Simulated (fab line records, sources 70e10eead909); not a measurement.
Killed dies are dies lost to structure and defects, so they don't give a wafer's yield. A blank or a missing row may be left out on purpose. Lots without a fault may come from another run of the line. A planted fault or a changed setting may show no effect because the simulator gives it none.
Which tool did it? | flow nand_harc | 11 lots, 33 wafers sampled, at 5 steps of a route of 1159

WHAT THE GAUGES READ, wafer by wafer
NHARC_END_SORT_01.
lot  | measured     | on        | killed_at_array
L600 | day 23 07:44 | prober-01 | 43 121 51

WHICH TOOL RAN EACH LOT (tool, then ch and the chambers of the sampled wafers, then the start)
lot  | NHARC_A_STAIRCASE_DESCUM_219       | NHARC_A_STAIRCASE_TRIM_226                    | NHARC_A_STAIRCASE_TRIM_231         | NHARC_A_STAIRCASE_TRIM_235
L584 | rie_diel-10 ch 1,3, day 11 14:32   | rie_diel-10 ch 0,2, day 11 15:55 or earlier   | rie_diel-10 ch 0,1,3, day 11 15:55 | rie_diel-10 ch 0,2,3, no start
L585 | rie_diel-11 ch 0,1,3, day 11 16:47 | rie_diel-11 ch 1,2,3, day 11 18:58 or earlier | rie_diel-11 ch 0,1,2, day 11 18:58 | rie_diel-11 ch 1,2,3, no start
L591 | rie_diel-10 ch 0,2, day 12 16:39   | rie_diel-10 ch 0,1,2, day 12 18:07 or earlier | rie_diel-10 ch 1,2,3, day 12 18:07 | rie_diel-10 ch 1,2, no start
L590 | rie_diel-09 ch 2,3, day 12 18:16   | rie_diel-09 ch 0,3, day 12 20:07 or earlier   | rie_diel-10 ch 1,2, day 12 20:07   | rie_diel-10 ch 0,1, no start
L592 | rie_diel-11 ch 0,2,3, day 13 05:55 | rie_diel-11 ch 0,2,3, day 13 07:34 or earlier | rie_diel-11 ch 1,2,3, day 13 07:34 | rie_diel-11 ch 0,2,3, no start
L594 | rie_diel-09 ch 0,1,2, day 13 06:06 | rie_diel-09 ch 0,1, day 13 09:20 or earlier   | rie_diel-11 ch 0,3, day 13 09:20   | rie_diel-11 ch 0,3, no start
L593 | rie_diel-10 ch 0,1,3, day 13 09:12 | rie_diel-10 ch 1,3, day 13 10:36 or earlier   | rie_diel-10 ch 1,2, day 13 10:36   | rie_diel-10 ch 0,2,3, no start
L595 | rie_diel-09 ch 2,3, day 14 13:46   | rie_diel-09 ch 1,2,3, day 14 15:28 or earlier | rie_diel-11 ch 1,2,3, day 14 15:28 | rie_diel-11 ch 0,3, no start
L596 | rie_diel-11 ch 1,2,3, day 14 16:17 | rie_diel-11 ch 1,3, day 14 17:43 or earlier   | rie_diel-11 ch 1,2,3, day 14 17:43 | rie_diel-11 ch 0,1,2, no start
L600 | rie_diel-11 ch 0,2, day 15 04:52   | rie_diel-11 ch 1,2,3, day 15 06:28 or earlier | rie_diel-10 ch 1,2, day 15 06:28   | rie_diel-10 ch 2,3, day 23 07:44 or earlier
L607 | rie_diel-11 ch 0,1,3, day 17 03:59 | rie_diel-11 ch 0,1,3, day 17 05:37 or earlier | rie_diel-11 ch 0,1,2, day 17 05:37 | rie_diel-11 ch 0,1,3, no start
- NHARC_A_STAIRCASE_DESCUM_219: chemistry O2, time 3 s.
- NHARC_A_STAIRCASE_TRIM_226: chemistry O2, time 211.2 s.
- NHARC_A_STAIRCASE_TRIM_231: chemistry O2, time 211.2 s.
- NHARC_A_STAIRCASE_TRIM_235: chemistry O2, time 211.2 s.

THE ANSWER, worked out from the rows above alone
Rule: what is usual is taken from the lots themselves. Put in order of their means at a reading, lots are off if they are a third of the lots or fewer, leave a main group of 4 or more, and stand apart from it by a gap of 3 or more times the standard deviation of the main group's means; of several such gaps the widest counts. A main group whose means are all the same, to the digits that the tables above print for the reading, isn't used. A lot without any number at a reading at which 4 lots or more have one is off too. The other lots that the step has rows for count as sound.
No lot is off at any reading shown: from this, nothing can be told.

WHAT THE SIMULATOR HAD PUT IN
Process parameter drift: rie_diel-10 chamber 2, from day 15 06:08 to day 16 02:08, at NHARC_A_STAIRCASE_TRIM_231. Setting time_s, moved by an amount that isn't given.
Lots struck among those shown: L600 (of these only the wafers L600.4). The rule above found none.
